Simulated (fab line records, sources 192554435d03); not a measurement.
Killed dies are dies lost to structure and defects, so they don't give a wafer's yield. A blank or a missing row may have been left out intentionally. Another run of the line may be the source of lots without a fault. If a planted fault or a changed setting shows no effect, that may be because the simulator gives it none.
Split-lot experiment	flow n5_finfet	39 wafers read across 7 lots, on a route 1938 steps long

== ON THE SPLIT ==
At N5_BEOL_M15_ILD_DEP_00 (deposits SiO2 from TEOS/O2, target thk 1629.3 nm, time 346.1 s), the setting time_s was moved away from the recipe's 346.1 s on 6 of the 39 wafers read, by -33.5% to +46.1%. All remaining wafers had this setting at the recipe value.

The file shows no step between the split and the reading.

== THE READING ==
M15_ILD_THK at N5_BEOL_M15_THK_MEAS_01, in nm. On this fab line, fault-free wafers typically give 1623 nm with a standard deviation of 25 nm.

wafer	tool, chamber at the split	time_s as run, s	against the recipe	M15_ILD_THK, nm	against lot-mates on the recipe
L074.1	pecvd-04, 0	505.6	+46.1%	2313	+756
L074.2	pecvd-04, 2	346.1	recipe	1552	-
L074.3	pecvd-04, 1	346.1	recipe	1557	-
L074.4	pecvd-04, 0	505.6	+46.1%	2353	+796
L074.5	pecvd-04, 2	505.6	+46.1%	2367	+810
L074.6	pecvd-04, 1	346.1	recipe	1563	-
L075.2	pecvd-04, 0	346.1	recipe	1597	-
L075.4	pecvd-04, 1	346.1	recipe	1646	-
L075.6	pecvd-04, 2	346.1	recipe	1626	-
L083.1	pecvd-03, 2	346.1	recipe	1615	-
L083.2	pecvd-03, 1	346.1	recipe	1610	-
L083.3	pecvd-03, 0	346.1	recipe	1618	-
L083.4	pecvd-03, 0	346.1	recipe	1646	-
L083.5	pecvd-03, 2	346.1	recipe	1657	-
L083.6	pecvd-03, 1	346.1	recipe	1625	-
L085.1	pecvd-02, 2	346.1	recipe	1575	-
L085.2	pecvd-02, 0	346.1	recipe	1653	-
L085.3	pecvd-02, 1	346.1	recipe	1612	-
L085.4	pecvd-02, 0	346.1	recipe	1672	-
L085.5	pecvd-02, 2	346.1	recipe	1599	-
L085.6	pecvd-02, 1	346.1	recipe	1643	-
L086.1	pecvd-04, 2	346.1	recipe	1638	-
L086.2	pecvd-04, 0	346.1	recipe	1618	-
L086.3	pecvd-04, 1	346.1	recipe	1622	-
L086.4	pecvd-04, 0	346.1	recipe	1650	-
L086.5	pecvd-04, 2	346.1	recipe	1644	-
L086.6	pecvd-04, 1	346.1	recipe	1652	-
L089.1	pecvd-02, 2	346.1	recipe	1592	-
L089.2	pecvd-02, 0	346.1	recipe	1659	-
L089.3	pecvd-02, 1	346.1	recipe	1627	-
L089.4	pecvd-02, 2	346.1	recipe	1632	-
L089.5	pecvd-02, 1	346.1	recipe	1652	-
L089.6	pecvd-02, 0	346.1	recipe	1670	-
L090.1	pecvd-04, 0	346.1	recipe	1606	-
L090.2	pecvd-04, 1	230.3	-33.5%	1068	-536
L090.3	pecvd-04, 2	346.1	recipe	1596	-
L090.4	pecvd-04, 1	230.3	-33.5%	1084	-520
L090.5	pecvd-04, 2	346.1	recipe	1610	-
L090.6	pecvd-04, 0	230.3	-33.5%	1090	-514

THE FIT
A straight line over all 39 wafers: M15_ILD_THK changes by +15.9 nm for each +1% of time_s; r = +0.99; the points scatter about the line by 30 nm.
The same after taking each lot's own level away (the mean of its wafers on the recipe; 39 wafers): +16.6 nm for each +1%; r = +1.00; scatter 24 nm.
The reading moves by 7.6e+02 nm for the largest change in time_s, on that fit.
The lots' own levels span 1557.3 to 1638.7 nm, that is 3.3 times the standard deviation above.
The two slopes are in agreement: the lot-to-lot level therefore moves the slope only a little.
Check: +771 nm against its lot-mates is what the line predicts for one of the wafers moved furthest among these (+46.1%) when that wafer is left out of the fit. It came out at +756 nm against them.

== THE WHOLE CHAIN: every reading that the file lists as answering this split, in the file's order ==
step	what it does	reading	change (the file's fit)	r (the file's)
N5_BEOL_M15_ILD_DEP_00	deposits SiO2 from TEOS/O2, target thk 1629.3 nm, time 346.1 s	SiO2_of_BEOL_M15_ILD_DEP_00.thk_nm (the simulator's own value, which no gauge read)	+16.6 nm for each +1% of the setting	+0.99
N5_BEOL_M15_THK_MEAS_01		M15_ILD_THK	+16.6 for each +1% of the setting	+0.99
N5_BEOL_M15_VIA_ETCH_16	etches SiO2 in C4F8/O2/Ar, target depth 1792.2 nm	etch.depth_nm (the simulator's own value, which no gauge read)	+16.6 nm for each +1% of the setting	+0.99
N5_BEOL_M15_VIA_ETCH_16	etches SiO2 in C4F8/O2/Ar, target depth 1792.2 nm	coat_of_BEOL_M15_COAT_04.thk_nm (the simulator's own value, which no gauge read)	-3.61 nm for each +1% of the setting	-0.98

== FILE'S OWN FIT ==
M15_ILD_THK changes by +16.6 nm for each +1% of time_s, r = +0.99.
